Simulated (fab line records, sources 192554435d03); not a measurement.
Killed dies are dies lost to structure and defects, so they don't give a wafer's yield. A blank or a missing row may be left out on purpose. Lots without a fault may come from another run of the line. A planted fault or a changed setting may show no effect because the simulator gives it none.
Chamber matching | flow n5_finfet | N5_BEOL_M10_DESCUM_33 on rie_diel-01: 4 sister chambers
The step chemistry O2, time 7.9 s. 8 wafers are shown with their chamber, then 8 later ones without.

WAFERS WITH THEIR CHAMBER
wafer  | chamber | throttle_valve_pct (%) | showerhead_plenum_p_Torr (Torr)
L080.5 | 2       | 19.96                  | 2.08
L083.3 | 3       | 20.78                  | 2.10
L082.1 | 1       | 20.68                  | 2.21
L082.4 | 2       | 19.98                  | 2.08
L086.3 | 0       | 20.13                  | 2.20
L086.4 | 3       | 20.82                  | 2.09
L086.6 | 0       | 20.13                  | 2.20
L089.2 | 1       | 20.68                  | 2.21

WAFERS WITHOUT THEIR CHAMBER
wafer  | throttle_valve_pct (%) | showerhead_plenum_p_Torr (Torr)
L089.4 | 20.00                  | 2.07
L089.5 | 20.70                  | 2.20
L090.1 | 20.14                  | 2.20
L090.2 | 20.01                  | 2.07
L090.3 | 20.83                  | 2.09
L092.1 | 20.15                  | 2.19
L092.3 | 20.02                  | 2.07
L092.4 | 20.71                  | 2.20

WHICH CHAMBER EACH WENT THROUGH
wafer  | from the rows above | in truth
L089.4 | 2                   | 2
L089.5 | 1                   | 1
L090.1 | 0                   | 0
L090.2 | 2                   | 2
L090.3 | 3                   | 3
L092.1 | 0                   | 0
L092.3 | 2                   | 2
L092.4 | 1                   | 1
Placed correctly: 8 of 8. Can't be placed from these rows: 0. Placed wrongly: 0.
How it was worked out, from the rows above alone: a wafer's distance from a chamber is the root of the sum, over the readings, of the square of ((its reading less the chamber's mean) divided by the reading's scatter). The wafer belongs to the nearest chamber; if the next one is less than 2 further off, it can't be placed. A chamber's mean is the mean of its shown wafers. The scatter: the root of (the sum of the squares of (reading less its chamber's mean) over the shown wafers, divided by (wafers less chambers)).
